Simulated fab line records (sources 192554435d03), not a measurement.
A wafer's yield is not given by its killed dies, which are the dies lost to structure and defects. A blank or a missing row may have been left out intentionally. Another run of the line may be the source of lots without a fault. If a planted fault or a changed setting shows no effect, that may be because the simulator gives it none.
Chamber matching ; flow n5 finfet ; N5_MOL_CONTACT_COAG_ETCHBACK_136 on rie diel-01 has 4 sister chambers
The step etches SiO2 in CHF3, target depth 25 nm, time 16.7 s. 8 wafers are shown with their chamber, then 12 later ones without.

== EACH WAFER AND ITS CHAMBER ==
wafer;chamber;drypump motor current A (A);showerhead plenum p Torr (Torr)
L082.2;2;4.8;2.28
L082.6;1;5.1;2.45
L084.6;2;4.8;2.28
L085.3;1;5.0;2.45
L085.6;3;6.2;2.54
L088.1;0;5.8;2.38
L088.2;3;6.2;2.53
L088.5;0;5.8;2.38

== WAFERS WHOSE CHAMBER IS MISSING ==
wafer;drypump motor current A (A);showerhead plenum p Torr (Torr)
L090.1;5.8;2.37
L090.3;5.1;2.45
L090.5;5.1;2.45
L094.2;5.1;2.44
L094.5;4.8;2.27
L094.6;5.1;2.44
L096.1;5.8;2.37
L096.2;4.8;2.27
L096.3;6.2;2.53
L097.1;6.2;2.53
L097.4;6.2;2.53
L097.5;4.8;2.27

== THE CHAMBER EACH PASSED THROUGH ==
wafer;from the rows above;in truth
L090.1;0;0
L090.3;1;1
L090.5;1;1
L094.2;1;1
L094.5;2;2
L094.6;1;1
L096.1;0;0
L096.2;2;2
L096.3;3;3
L097.1;3;3
L097.4;3;3
L097.5;2;2
Placed correctly: 12 of 12. From these rows, 0 cannot be placed. 0 placed wrongly.
How it was worked out, from the rows above alone: a wafer's distance from a chamber is the root of the sum, over the readings, of the square of ((its reading less the chamber's mean) divided by the reading's scatter). The wafer belongs to the nearest chamber; if the next one is less than 2 further off, it can't be placed. For every chamber, the mean is computed from those of its wafers that are shown. How the scatter is found: for the shown wafers, subtract from each reading the mean of its chamber, square and add these, divide the total by (wafers less chambers), then take the root.
